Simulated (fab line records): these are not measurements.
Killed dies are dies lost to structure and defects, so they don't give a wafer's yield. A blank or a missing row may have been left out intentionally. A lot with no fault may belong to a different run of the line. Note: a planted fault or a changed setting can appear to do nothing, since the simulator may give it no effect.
Which tool is to blame? + flow nandHarc + 39 wafers from 13 lots sampled at 5 of the route's 1302 steps

## WHAT EACH GAUGE READ, for each wafer
NHARC_THIN_TSV_CD_MEAS_37. Usual: 5000 nm for cdNm, sd 3.6.
| lot  | measured     | on       | cdNm (nm)      | flag |
|------|--------------|----------|----------------|------|
| L286 | day 24 07:46 | cdSem-03 | 5004 5002 5005 |      |
| L287 | day 25 00:58 | cdSem-03 | 5002 5000 4999 |      |
| L289 | day 25 08:11 | cdSem-02 | 5002 5005 4997 |      |
| L290 | day 25 22:23 | cdSem-02 | 5003 5006 4998 |      |
| L292 | day 27 07:31 | cdSem-02 | 4996 4996 4997 |      |
| L293 | day 27 06:22 | cdSem-02 | 4994 4997 5000 |      |
| L301 | day 30 20:33 | cdSem-01 | 5001 4999 5002 |      |
| L302 | day 31 06:24 | cdSem-02 | 4998 4999 4998 |      |
| L303 | day 31 18:52 | cdSem-03 | 5000 5000 5001 |      |
| L304 | day 32 10:44 | cdSem-01 | 5003 5004 5002 |      |
| L305 | day 31 20:07 | cdSem-03 | 4996 5001 4997 |      |
| L306 | day 33 02:10 | cdSem-03 | 5000 5002 5001 |      |
| L308 | day 34 02:57 | cdSem-03 | 5002 5001 5004 |      |

NHARC_END_SORT_01. Usual: defectLimitedYield 90.5 %, standard deviation 2.4; killedAtArray 59, standard deviation 16; killedAtOther 0.7, standard deviation 1.1; killedAtPeriphery 4, standard deviation 3; killedDies 64, standard deviation 16; killedOpen 3.4, standard deviation 1.8; killedShort 2.6, standard deviation 1.7.
| lot  | measured     | on        | defectLimitedYield (%) | killedAtArray | killedAtOther | killedAtPeriphery | killedDies | killedOpen | killedShort | flag |
|------|--------------|-----------|------------------------|---------------|---------------|-------------------|------------|------------|-------------|------|
| L293 | day 27 17:26 | prober-02 | 93.1 82.1 93.8         | 33 22 34      | 0 0 0         | 14 99 8           | 47 121 42  | 5 1 2      | 3 0 3       | OFF  |

## EACH LOT AND THE TOOL THAT RAN IT (in order: tool; ch and the chambers of the sampled wafers; start)
| lot  | NHARC_P_M2_PRE_CLEAN_32         | NHARC_A_BONDPAD_DEGAS_25    | NHARC_A_BONDPAD_CMP_19        |
|------|---------------------------------|-----------------------------|-------------------------------|
| L286 | pecvd-03 ch 0,2, day 6 20:50    | pvdSputter-02, day 23 11:06 | cmp-03 ch 2,3, day 23 12:12   |
| L287 | pecvd-03 ch 0,1,2, day 7 10:44  | pvdSputter-03, day 24 03:13 | cmp-02 ch 1,2,3, day 24 04:18 |
| L289 | pecvd-01 ch 0,2, day 8 07:27    | pvdSputter-01, day 24 08:41 | cmp-01 ch 0,3, day 24 09:50   |
| L290 | pecvd-01 ch 0,1,2, day 8 16:53  | pvdSputter-03, day 25 00:52 | cmp-02 ch 0,2,3, day 25 01:58 |
| L292 | pecvd-01 ch 0,2, day 9 11:07    | pvdSputter-01, day 26 09:39 | cmp-03 ch 0,2,3, day 26 10:43 |
| L293 | pecvd-01 ch 0,1,2, day 9 20:11  | pvdSputter-02, day 26 09:05 | cmp-02 ch 2,3, day 26 10:11   |
| L301 | pecvd-01 ch 0,1,2, day 13 11:53 | pvdSputter-02, day 29 22:23 | cmp-03 ch 1,2, day 29 23:36   |
| L302 | pecvd-03 ch 0,1,2, day 14 01:25 | pvdSputter-02, day 30 09:11 | cmp-02 ch 0,2,3, day 30 10:27 |
| L303 | pecvd-02 ch 0,2, day 14 09:31   | pvdSputter-01, day 30 21:07 | cmp-01 ch 0,1,3, day 30 22:11 |
| L304 | pecvd-01 ch 0,1,2, day 14 16:19 | pvdSputter-01, day 31 06:40 | cmp-03 ch 0,2,3, day 31 07:44 |
| L305 | pecvd-03 ch 0,1, day 14 20:02   | pvdSputter-02, day 30 23:52 | cmp-03 ch 0,1,2, day 31 00:57 |
| L306 | pecvd-02 ch 0,1,2, day 15 07:40 | pvdSputter-01, day 32 04:07 | cmp-03 ch 1,2, day 32 05:42   |
| L308 | pecvd-01 ch 0,1, day 15 22:16   | pvdSputter-03, day 33 05:53 | cmp-03 ch 0,2,3, day 33 06:59 |
- NHARC_P_M2_PRE_CLEAN_32: time 12 s.
- NHARC_A_BONDPAD_DEGAS_25: time 60 s.
- NHARC_A_BONDPAD_CMP_19: polishes, t overpolish 30 s, cu recess touch 16 s, target thk 169.82 nm.

## AS READ BY THE TOOLS THEMSELVES (means over the sampled wafers that have a number; for cases with no such wafer, the mark the record gives instead)
NHARC_P_M2_PRE_CLEAN_32. Usual: heaterPowerW 654 W, standard deviation 84; rfFwdPowerW 292.5 W, standard deviation 0.95.
| lot  | tool     | heaterPowerW (W) | rfFwdPowerW (W) | flag |
|------|----------|------------------|-----------------|------|
| L286 | pecvd-03 | 697              | 292.0           |      |
| L287 | pecvd-03 | 664              | 292.4           |      |
| L289 | pecvd-01 | 744              | 292.4           |      |
| L290 | pecvd-01 | 666              | 293.4           |      |
| L292 | pecvd-01 | 685              | 292.8           |      |
| L293 | pecvd-01 | 659              | 292.5           |      |
| L301 | pecvd-01 | 660              | 292.7           |      |
| L302 | pecvd-03 | 620              | 292.8           |      |
| L303 | pecvd-02 | 577              | 292.4           |      |
| L304 | pecvd-01 | 723              | 292.0           |      |
| L305 | pecvd-03 | 623              | 292.3           |      |
| L306 | pecvd-02 | 638              | 292.4           |      |
| L308 | pecvd-01 | 728              | 291.5           |      |

NHARC_A_BONDPAD_DEGAS_25. Usual: 486 W for heaterPowerW, sd 41.
| lot  | tool          | heaterPowerW (W) | flag |
|------|---------------|------------------|------|
| L286 | pvdSputter-02 | 462              |      |
| L287 | pvdSputter-03 | 473              |      |
| L289 | pvdSputter-01 | 509              |      |
| L290 | pvdSputter-03 | 498              |      |
| L292 | pvdSputter-01 | 479              |      |
| L293 | pvdSputter-02 | 481              |      |
| L301 | pvdSputter-02 | 510              |      |
| L302 | pvdSputter-02 | 478              |      |
| L303 | pvdSputter-01 | 463              |      |
| L304 | pvdSputter-01 | 473              |      |
| L305 | pvdSputter-02 | 469              |      |
| L306 | pvdSputter-01 | 500              |      |
| L308 | pvdSputter-03 | 504              |      |

NHARC_A_BONDPAD_CMP_19. Usual: motorCurrentA 11.6 A, standard deviation 0.7; overpolishRunS 30.001 s, standard deviation 0.01.
| lot  | tool   | motorCurrentA (A) | overpolishRunS (s) | flag |
|------|--------|-------------------|--------------------|------|
| L286 | cmp-03 | 10.7              | 30.010             |      |
| L287 | cmp-02 | 11.7              | 29.988             |      |
| L289 | cmp-01 | 11.4              | 30.004             |      |
| L290 | cmp-02 | 11.9              | 30.005             |      |
| L292 | cmp-03 | 11.2              | 29.996             |      |
| L293 | cmp-02 | 11.2              | 30.003             |      |
| L301 | cmp-03 | 11.5              | 29.991             |      |
| L302 | cmp-02 | 11.4              | 30.004             |      |
| L303 | cmp-01 | 11.9              | 30.002             |      |
| L304 | cmp-03 | 11.1              | 29.994             |      |
| L305 | cmp-03 | 11.7              | 30.001             |      |
| L306 | cmp-03 | 11.1              | 30.004             |      |
| L308 | cmp-03 | 11.0              | 30.007             |      |

## THE ANSWER, worked out from the rows above alone
Rule: take the mean of a lot's wafers that have a number; if it is more than 3 standard deviations from the usual mean, the lot is off. A lot without any number at a reading at which 4 lots or more have one is off too. All remaining lots with rows at the step are treated as sound. After the gauges, taken in route order, come the tools' own readings; for these a lot's mean is taken, as printed above. At the first step where some lot is off, the reading lying furthest off is the one used; lots without a number count as furthest.
Off at NHARC_END_SORT_01 (killedAtPeriphery): L293. Neither off nor sound, because the step has no rows for them: L286, L287, L289, L290, L292, L301, L302, L303, L304, L305, L306, L308.
A tool fits if, at a process step before that reading, it ran every lot that is off, and no sound lot after the first of them. Gauges at NHARC_END_SORT_01: tried the same way as those tools. Can't be told from this: 4 tools fit, pecvd-01 at NHARC_P_M2_PRE_CLEAN_32, pvdSputter-02 at NHARC_A_BONDPAD_DEGAS_25, cmp-02 at NHARC_A_BONDPAD_CMP_19, prober-02 at NHARC_END_SORT_01.

## WHAT WAS PUT IN BY THE SIMULATOR
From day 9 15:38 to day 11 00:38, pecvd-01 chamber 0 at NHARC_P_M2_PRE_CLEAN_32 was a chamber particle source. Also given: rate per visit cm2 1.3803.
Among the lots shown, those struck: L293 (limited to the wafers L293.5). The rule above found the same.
